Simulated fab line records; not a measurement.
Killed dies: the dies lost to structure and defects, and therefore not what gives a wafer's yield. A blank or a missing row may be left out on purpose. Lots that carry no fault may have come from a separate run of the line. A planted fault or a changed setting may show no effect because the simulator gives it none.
Which tool did it? || flow nand harc || 12 lots, 36 wafers sampled, at 5 steps of a route of 1302

## WHAT THE GAUGES READ, wafer by wafer
NHARC_END_SORT_01. Usual: defect limited yield 91.7 %, standard deviation 2.5; killed at array 52, standard deviation 18; killed at other 1.0, standard deviation 1.4; killed at periphery 3.1, standard deviation 2.3; killed dies 56, standard deviation 17; killed open 3.0, standard deviation 1.7; killed short 2.5, standard deviation 1.7; sort_bin_2_pct 3.0 %, standard deviation 1.1; sort_bin_3_pct 0.6 %, standard deviation 0.36; sort_bin_4_pct 4.8 %, standard deviation 1.4; sort n pass 621, standard deviation 17; sort rim yield pct 91 %, standard deviation 4.6; sort yield pct 91.7 %, standard deviation 2.5.
{"lot": "L209", "measured": "day 24 02:51", "on": "prober-02", "defect limited yield (%)": "91.3 93.4 93.6", "killed at array": "56 41 41", "killed at other": "1 0 1", "killed at periphery": "2 4 1", "killed dies": "59 45 43", "killed open": "3 4 4", "killed short": "5 3 4", "sort_bin_2_pct (%)": "3.0 1.5 1.8", "sort_bin_3_pct (%)": "0.6 0.4 0.1", "sort_bin_4_pct (%)": "5.2 4.7 4.4", "sort n pass": "618 632 634", "sort rim yield pct (%)": "94 100 84", "sort yield pct (%)": "91.3 93.4 93.6", "flag": ""}
{"lot": "L221", "measured": "day 29 12:46", "on": "prober-02", "defect limited yield (%)": "93.5 80.9 94.2", "killed at array": "39 42 37", "killed at other": "2 1 1", "killed at periphery": "3 86 1", "killed dies": "44 129 39", "killed open": "2 5 3", "killed short": "3 7 2", "sort_bin_2_pct (%)": "1.5 6.9 1.8", "sort_bin_3_pct (%)": "0.7 2.7 0.4", "sort_bin_4_pct (%)": "4.3 9.5 3.5", "sort n pass": "633 548 638", "sort rim yield pct (%)": "93 89 95", "sort yield pct (%)": "93.5 80.9 94.2", "flag": "OFF"}

## WHICH TOOL RAN EACH LOT (tool, then ch and the chambers of the sampled wafers, then the start)
{"lot": "L209", "NHARC_P_M2_STRIP_18": "rie diel-11 ch 2,3, day 6 09:05", "NHARC_THIN_TSV_ANNEAL_52": "rtp anneal-01 ch 0, day 23 14:15", "NHARC_THIN_TSV_CMP_21": "cmp-01 ch 2,3, day 23 14:31", "NHARC_THIN_TSV_PRE_CLEAN_54": "pvd sputter-01, day 23 15:02"}
{"lot": "L210", "NHARC_P_M2_STRIP_18": "rie diel-06 ch 2,3, day 6 21:31", "NHARC_THIN_TSV_ANNEAL_52": "rtp anneal-02 ch 0, day 24 06:07", "NHARC_THIN_TSV_CMP_21": "cmp-01 ch 0,1,3, day 24 06:28", "NHARC_THIN_TSV_PRE_CLEAN_54": "pvd sputter-02, day 24 07:00"}
{"lot": "L219", "NHARC_P_M2_STRIP_18": "rie diel-11 ch 2,3, day 10 12:19", "NHARC_THIN_TSV_ANNEAL_52": "rtp anneal-01 ch 0, day 28 00:01", "NHARC_THIN_TSV_CMP_21": "cmp-04 ch 0,2,3, day 28 00:22", "NHARC_THIN_TSV_PRE_CLEAN_54": "pvd sputter-01, day 28 00:52"}
{"lot": "L221", "NHARC_P_M2_STRIP_18": "rie diel-11 ch 0,2,3, day 11 09:41", "NHARC_THIN_TSV_ANNEAL_52": "rtp anneal-01 ch 0, day 28 22:52", "NHARC_THIN_TSV_CMP_21": "cmp-01 ch 1,3, day 28 23:13", "NHARC_THIN_TSV_PRE_CLEAN_54": "pvd sputter-02, day 28 23:45"}
{"lot": "L224", "NHARC_P_M2_STRIP_18": "rie diel-06 ch 0,2, day 12 14:47", "NHARC_THIN_TSV_ANNEAL_52": "rtp anneal-02 ch 0, day 30 02:59", "NHARC_THIN_TSV_CMP_21": "cmp-01 ch 0,1,2, day 30 03:20", "NHARC_THIN_TSV_PRE_CLEAN_54": "pvd sputter-03, day 30 03:49"}
{"lot": "L225", "NHARC_P_M2_STRIP_18": "rie diel-01 ch 0,1,2, day 13 05:44", "NHARC_THIN_TSV_ANNEAL_52": "rtp anneal-02 ch 0, day 30 07:36", "NHARC_THIN_TSV_CMP_21": "cmp-04 ch 0,1,3, day 30 07:54", "NHARC_THIN_TSV_PRE_CLEAN_54": "pvd sputter-02, day 30 08:24"}
{"lot": "L227", "NHARC_P_M2_STRIP_18": "rie diel-11 ch 0,1, day 13 20:31", "NHARC_THIN_TSV_ANNEAL_52": "rtp anneal-02 ch 0, day 31 08:32", "NHARC_THIN_TSV_CMP_21": "cmp-04 ch 0,1,2, day 31 08:51", "NHARC_THIN_TSV_PRE_CLEAN_54": "pvd sputter-02, day 31 09:22"}
{"lot": "L228", "NHARC_P_M2_STRIP_18": "rie diel-06 ch 0,1, day 14 05:41", "NHARC_THIN_TSV_ANNEAL_52": "rtp anneal-02 ch 0, day 31 07:29", "NHARC_THIN_TSV_CMP_21": "cmp-03 ch 1,3, day 31 07:50", "NHARC_THIN_TSV_PRE_CLEAN_54": "pvd sputter-03, day 31 08:23"}
{"lot": "L229", "NHARC_P_M2_STRIP_18": "rie diel-06 ch 0,1,2, day 14 18:03", "NHARC_THIN_TSV_ANNEAL_52": "rtp anneal-02 ch 0, day 31 14:01", "NHARC_THIN_TSV_CMP_21": "cmp-01 ch 0,1, day 31 14:22", "NHARC_THIN_TSV_PRE_CLEAN_54": "pvd sputter-02, day 31 14:53"}
{"lot": "L230", "NHARC_P_M2_STRIP_18": "rie diel-01 ch 0,1,3, day 15 08:52", "NHARC_THIN_TSV_ANNEAL_52": "rtp anneal-01 ch 0, day 32 17:24", "NHARC_THIN_TSV_CMP_21": "cmp-04 ch 1,3, day 32 17:45", "NHARC_THIN_TSV_PRE_CLEAN_54": "pvd sputter-03, day 32 18:16"}
{"lot": "L231", "NHARC_P_M2_STRIP_18": "rie diel-01 ch 0,1,3, day 15 15:15", "NHARC_THIN_TSV_ANNEAL_52": "rtp anneal-01 ch 0, day 32 18:46", "NHARC_THIN_TSV_CMP_21": "cmp-04 ch 0,1, day 32 19:07", "NHARC_THIN_TSV_PRE_CLEAN_54": "pvd sputter-03, day 32 19:40"}
{"lot": "L232", "NHARC_P_M2_STRIP_18": "rie diel-06 ch 1,2,3, day 16 02:31", "NHARC_THIN_TSV_ANNEAL_52": "rtp anneal-02 ch 0, day 33 04:13", "NHARC_THIN_TSV_CMP_21": "cmp-04 ch 0,2, day 33 04:32", "NHARC_THIN_TSV_PRE_CLEAN_54": "pvd sputter-01, day 33 05:03"}
- NHARC_P_M2_STRIP_18: strips in N2/H2.
- NHARC_THIN_TSV_ANNEAL_52: time 90 s.
- NHARC_THIN_TSV_CMP_21: polishes, t overpolish 30 s, target thk 2000 nm.
- NHARC_THIN_TSV_PRE_CLEAN_54: time 30 s.

## AS READ BY THE TOOLS THEMSELVES (means over the sampled wafers that have a number; for cases with no such wafer, the mark the record gives instead)
NHARC_P_M2_STRIP_18. Usual: drypump motor current A 6.0 A, standard deviation 0.31; oes product au 1.001 a.u., standard deviation 0.015; rf vpp V 90.8 V, standard deviation 0.97; showerhead plenum p Torr 2.07 Torr, standard deviation 0.075; throttle valve pct 14.170 %, standard deviation 0.0085.
{"lot": "L209", "tool": "rie diel-11", "drypump motor current A (A)": 5.5, "oes product au (a.u.)": 0.984, "rf vpp V (V)": 91.1, "showerhead plenum p Torr (Torr)": 2.10, "throttle valve pct (%)": 14.167, "flag": ""}
{"lot": "L210", "tool": "rie diel-06", "drypump motor current A (A)": 6.3, "oes product au (a.u.)": 0.994, "rf vpp V (V)": 89.7, "showerhead plenum p Torr (Torr)": 1.98, "throttle valve pct (%)": 14.168, "flag": ""}
{"lot": "L219", "tool": "rie diel-11", "drypump motor current A (A)": 5.7, "oes product au (a.u.)": 1.014, "rf vpp V (V)": 89.8, "showerhead plenum p Torr (Torr)": 2.09, "throttle valve pct (%)": 14.174, "flag": ""}
{"lot": "L221", "tool": "rie diel-11", "drypump motor current A (A)": 5.8, "oes product au (a.u.)": 1.000, "rf vpp V (V)": 91.5, "showerhead plenum p Torr (Torr)": 2.09, "throttle valve pct (%)": 14.169, "flag": ""}
{"lot": "L224", "tool": "rie diel-06", "drypump motor current A (A)": 6.1, "oes product au (a.u.)": 0.995, "rf vpp V (V)": 90.5, "showerhead plenum p Torr (Torr)": 2.02, "throttle valve pct (%)": 14.169, "flag": ""}
{"lot": "L225", "tool": "rie diel-01", "drypump motor current A (A)": 6.0, "oes product au (a.u.)": 0.994, "rf vpp V (V)": 91.2, "showerhead plenum p Torr (Torr)": 2.08, "throttle valve pct (%)": 14.174, "flag": ""}
{"lot": "L227", "tool": "rie diel-11", "drypump motor current A (A)": 5.8, "oes product au (a.u.)": 1.017, "rf vpp V (V)": 90.8, "showerhead plenum p Torr (Torr)": 2.15, "throttle valve pct (%)": 14.168, "flag": ""}
{"lot": "L228", "tool": "rie diel-06", "drypump motor current A (A)": 6.1, "oes product au (a.u.)": 1.004, "rf vpp V (V)": 90.8, "showerhead plenum p Torr (Torr)": 2.04, "throttle valve pct (%)": 14.164, "flag": ""}
{"lot": "L229", "tool": "rie diel-06", "drypump motor current A (A)": 6.1, "oes product au (a.u.)": 1.011, "rf vpp V (V)": 89.8, "showerhead plenum p Torr (Torr)": 2.00, "throttle valve pct (%)": 14.171, "flag": ""}
{"lot": "L230", "tool": "rie diel-01", "drypump motor current A (A)": 6.1, "oes product au (a.u.)": 0.994, "rf vpp V (V)": 90.1, "showerhead plenum p Torr (Torr)": 2.03, "throttle valve pct (%)": 14.158, "flag": ""}
{"lot": "L231", "tool": "rie diel-01", "drypump motor current A (A)": 6.1, "oes product au (a.u.)": 1.005, "rf vpp V (V)": 91.2, "showerhead plenum p Torr (Torr)": 2.03, "throttle valve pct (%)": 14.180, "flag": ""}
{"lot": "L232", "tool": "rie diel-06", "drypump motor current A (A)": 6.3, "oes product au (a.u.)": 1.013, "rf vpp V (V)": 89.5, "showerhead plenum p Torr (Torr)": 2.01, "throttle valve pct (%)": 14.169, "flag": ""}

NHARC_THIN_TSV_ANNEAL_52. Usual: anneal temp c max 225.9, standard deviation 0.33; wafer_temp_C_max 226.5, standard deviation 0.49.
{"lot": "L209", "tool": "rtp anneal-01", "anneal temp c max": 225.6, "wafer_temp_C_max": 226.7, "flag": ""}
{"lot": "L210", "tool": "rtp anneal-02", "anneal temp c max": 226.2, "wafer_temp_C_max": 226.1, "flag": ""}
{"lot": "L219", "tool": "rtp anneal-01", "anneal temp c max": 225.9, "wafer_temp_C_max": 226.9, "flag": ""}
{"lot": "L221", "tool": "rtp anneal-01", "anneal temp c max": 225.5, "wafer_temp_C_max": 226.7, "flag": ""}
{"lot": "L224", "tool": "rtp anneal-02", "anneal temp c max": 225.9, "wafer_temp_C_max": 226.2, "flag": ""}
{"lot": "L225", "tool": "rtp anneal-02", "anneal temp c max": 226.2, "wafer_temp_C_max": 226.2, "flag": ""}
{"lot": "L227", "tool": "rtp anneal-02", "anneal temp c max": 226.1, "wafer_temp_C_max": 226.1, "flag": ""}
{"lot": "L228", "tool": "rtp anneal-02", "anneal temp c max": 225.9, "wafer_temp_C_max": 226.0, "flag": ""}
{"lot": "L229", "tool": "rtp anneal-02", "anneal temp c max": 226.0, "wafer_temp_C_max": 225.8, "flag": ""}
{"lot": "L230", "tool": "rtp anneal-01", "anneal temp c max": 225.4, "wafer_temp_C_max": 226.8, "flag": ""}
{"lot": "L231", "tool": "rtp anneal-01", "anneal temp c max": 225.6, "wafer_temp_C_max": 227.0, "flag": ""}
{"lot": "L232", "tool": "rtp anneal-02", "anneal temp c max": 225.9, "wafer_temp_C_max": 225.7, "flag": ""}

NHARC_THIN_TSV_CMP_21. Usual: motor current A 12.2 A, standard deviation 1.1; overpolish run s 30.000 s, standard deviation 0.0087.
{"lot": "L209", "tool": "cmp-01", "motor current A (A)": 12.7, "overpolish run s (s)": 30.002, "flag": ""}
{"lot": "L210", "tool": "cmp-01", "motor current A (A)": 12.2, "overpolish run s (s)": 29.990, "flag": ""}
{"lot": "L219", "tool": "cmp-04", "motor current A (A)": 12.2, "overpolish run s (s)": 30.001, "flag": ""}
{"lot": "L221", "tool": "cmp-01", "motor current A (A)": 12.7, "overpolish run s (s)": 30.008, "flag": ""}
{"lot": "L224", "tool": "cmp-01", "motor current A (A)": 13.1, "overpolish run s (s)": 30.001, "flag": ""}
{"lot": "L225", "tool": "cmp-04", "motor current A (A)": 11.9, "overpolish run s (s)": 30.007, "flag": ""}
{"lot": "L227", "tool": "cmp-04", "motor current A (A)": 11.2, "overpolish run s (s)": 29.999, "flag": ""}
{"lot": "L228", "tool": "cmp-03", "motor current A (A)": 11.5, "overpolish run s (s)": 30.003, "flag": ""}
{"lot": "L229", "tool": "cmp-01", "motor current A (A)": 12.8, "overpolish run s (s)": 29.997, "flag": ""}
{"lot": "L230", "tool": "cmp-04", "motor current A (A)": 12.0, "overpolish run s (s)": 29.997, "flag": ""}
{"lot": "L231", "tool": "cmp-04", "motor current A (A)": 11.7, "overpolish run s (s)": 30.003, "flag": ""}
{"lot": "L232", "tool": "cmp-04", "motor current A (A)": 11.5, "overpolish run s (s)": 30.008, "flag": ""}

NHARC_THIN_TSV_PRE_CLEAN_54. Usual: heater power w 411 W, standard deviation 42; susceptor temp C 279.99 C, standard deviation 0.15.
{"lot": "L209", "tool": "pvd sputter-01", "heater power w (W)": 406, "susceptor temp C (C)": "-", "flag": "OFF"}
{"lot": "L210", "tool": "pvd sputter-02", "heater power w (W)": 433, "susceptor temp C (C)": 280.02, "flag": ""}
{"lot": "L219", "tool": "pvd sputter-01", "heater power w (W)": 397, "susceptor temp C (C)": 279.90, "flag": ""}
{"lot": "L221", "tool": "pvd sputter-02", "heater power w (W)": 433, "susceptor temp C (C)": 280.09, "flag": ""}
{"lot": "L224", "tool": "pvd sputter-03", "heater power w (W)": 380, "susceptor temp C (C)": 280.02, "flag": ""}
{"lot": "L225", "tool": "pvd sputter-02", "heater power w (W)": 431, "susceptor temp C (C)": 279.98, "flag": ""}
{"lot": "L227", "tool": "pvd sputter-02", "heater power w (W)": 432, "susceptor temp C (C)": 279.84, "flag": ""}
{"lot": "L228", "tool": "pvd sputter-03", "heater power w (W)": 419, "susceptor temp C (C)": 279.91, "flag": ""}
{"lot": "L229", "tool": "pvd sputter-02", "heater power w (W)": 424, "susceptor temp C (C)": 280.09, "flag": ""}
{"lot": "L230", "tool": "pvd sputter-03", "heater power w (W)": 411, "susceptor temp C (C)": 279.98, "flag": ""}
{"lot": "L231", "tool": "pvd sputter-03", "heater power w (W)": 420, "susceptor temp C (C)": 280.05, "flag": ""}
{"lot": "L232", "tool": "pvd sputter-01", "heater power w (W)": 388, "susceptor temp C (C)": 279.88, "flag": ""}

## THE ANSWER, worked out from the rows above alone
Rule: a lot is off if the mean of its wafers that have a number lies more than 3 standard deviations from the usual mean. Also off: a lot with no number at a reading for which 4 or more lots have one. All remaining lots with rows at the step are treated as sound. First the gauges in route order, then the tools' own readings, where a lot's mean is used as printed above. The first step at which some lot is off is used, and at that step the reading that is off furthest; a lot without a number counts as furthest.
Off: L221, at NHARC_END_SORT_01 (killed at periphery). Neither off nor sound, because the step has no rows for them: L210, L219, L224, L225, L227, L228, L229, L230, L231, L232.
A tool fits if, at a process step before that reading, it ran every lot that is off, and no sound lot after the first of them. Gauges at NHARC_END_SORT_01: tried the same way as those tools. Can't be told from this: 5 tools fit, rie diel-11 at NHARC_P_M2_STRIP_18, rtp anneal-01 at NHARC_THIN_TSV_ANNEAL_52, cmp-01 at NHARC_THIN_TSV_CMP_21, pvd sputter-02 at NHARC_THIN_TSV_PRE_CLEAN_54, prober-02 at NHARC_END_SORT_01.

## WHAT HAD BEEN PUT IN BY THE SIMULATOR
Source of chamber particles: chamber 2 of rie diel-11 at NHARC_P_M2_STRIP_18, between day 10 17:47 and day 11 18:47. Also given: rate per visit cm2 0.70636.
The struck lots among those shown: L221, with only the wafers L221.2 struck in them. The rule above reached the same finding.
